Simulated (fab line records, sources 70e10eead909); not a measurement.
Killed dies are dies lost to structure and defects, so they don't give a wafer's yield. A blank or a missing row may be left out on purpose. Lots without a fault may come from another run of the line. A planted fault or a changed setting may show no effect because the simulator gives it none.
Chamber matching | flow nand_harc | NHARC_A_CHANNEL_FILL_D2_ETCHBACK_20 on rie_diel-13: 4 sister chambers
The step etches the open film in C4F8/O2/Ar, target depth 27 nm, time 13.5 s. 4 wafers are shown with their chamber, then 10 later ones without.

WAFERS WITH THEIR CHAMBER
wafer  | chamber | rf_vpp_V (V)
L086.3 | 3       | 970
L086.4 | 0       | 978
L089.2 | 1       | 972
L089.5 | 2       | 979

WAFERS WITHOUT THEIR CHAMBER
wafer  | rf_vpp_V (V)
L089.6 | 969
L090.1 | 979
L090.2 | 973
L090.4 | 979
L092.1 | 973
L092.4 | 977
L092.5 | 973
L094.3 | 971
L094.4 | 978
L094.6 | 972

WHICH CHAMBER EACH WENT THROUGH
wafer  | from the rows above     | in truth
L089.6 | 3                       | 3
L090.1 | can't be placed: 2 or 0 | 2
L090.2 | 1                       | 1
L090.4 | can't be placed: 2 or 0 | 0
L092.1 | 1                       | 1
L092.4 | can't be placed: 0 or 2 | 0
L092.5 | 1                       | 1
L094.3 | can't be placed: 1 or 3 | 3
L094.4 | can't be placed: 0 or 2 | 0
L094.6 | 1                       | 1
Placed correctly: 5 of 10. Can't be placed from these rows: 5 (the true chamber is among the candidates in 5). Placed wrongly: 0.
How it was worked out, from the rows above alone: a wafer's distance from a chamber is the root of the sum, over the readings, of the square of ((its reading less the chamber's mean) divided by the reading's scatter). The wafer belongs to the nearest chamber; if the next one is less than 2 further off, it can't be placed. A chamber's mean is the mean of its shown wafers. The scatter: with one shown wafer a chamber, the root of the mean of the squares of how far each hidden wafer lies from its nearest shown one.
